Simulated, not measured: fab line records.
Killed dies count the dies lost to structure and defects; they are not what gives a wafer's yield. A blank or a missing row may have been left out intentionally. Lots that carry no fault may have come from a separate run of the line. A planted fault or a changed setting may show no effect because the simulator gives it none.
Chamber matching :: flow nand_harc :: rie_diel-08 running NHARC_A_CHANNEL_FILL_D2_ETCHBACK_20: 4 sister chambers
The step etches the open film in C4F8/O2/Ar, target depth 27 nm, time 13.5 s. 4 wafers are shown with their chamber, then 12 later ones without.

## EACH WAFER AND ITS CHAMBER
wafer: L086.3
chamber: 1
rf_vpp_V (V): 986

wafer: L091.2
chamber: 0
rf_vpp_V (V): 988

wafer: L091.3
chamber: 2
rf_vpp_V (V): 969

wafer: L091.6
chamber: 3
rf_vpp_V (V): 979

## WAFERS WITH NO CHAMBER GIVEN
wafer: L093.3
rf_vpp_V (V): 968

wafer: L093.4
rf_vpp_V (V): 980

wafer: L093.6
rf_vpp_V (V): 981

wafer: L093.1
rf_vpp_V (V): 988

wafer: L093.2
rf_vpp_V (V): 987

wafer: L093.5
rf_vpp_V (V): 987

wafer: L094.1
rf_vpp_V (V): 986

wafer: L094.2
rf_vpp_V (V): 989

wafer: L094.4
rf_vpp_V (V): 980

wafer: L095.2
rf_vpp_V (V): 987

wafer: L095.3
rf_vpp_V (V): 989

wafer: L095.6
rf_vpp_V (V): 980

## EACH ONE'S CHAMBER
wafer: L093.3
from the rows above: 2
in truth: 2

wafer: L093.4
from the rows above: 3
in truth: 3

wafer: L093.6
from the rows above: 3
in truth: 3

wafer: L093.1
from the rows above: can't be placed: 0 or 1
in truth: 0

wafer: L093.2
from the rows above: can't be placed: 0 or 1
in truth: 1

wafer: L093.5
from the rows above: can't be placed: 0 or 1
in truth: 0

wafer: L094.1
from the rows above: can't be placed: 1 or 0
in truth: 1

wafer: L094.2
from the rows above: can't be placed: 0 or 1
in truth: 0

wafer: L094.4
from the rows above: 3
in truth: 3

wafer: L095.2
from the rows above: can't be placed: 0 or 1
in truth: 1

wafer: L095.3
from the rows above: can't be placed: 0 or 1
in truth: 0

wafer: L095.6
from the rows above: 3
in truth: 3
5 of 12 placed correctly. Can't be placed from these rows: 7 (the true chamber is among the candidates in 7). Number placed wrongly: 0.
How it was worked out, from the rows above alone: a wafer's distance from a chamber is the root of the sum, over the readings, of the square of ((its reading less the chamber's mean) divided by the reading's scatter). The wafer belongs to the nearest chamber; if the next one is less than 2 further off, it can't be placed. Each chamber's mean is taken over the wafers shown for it. The scatter: with one shown wafer a chamber, the root of the mean of the squares of how far each hidden wafer lies from its nearest shown one.
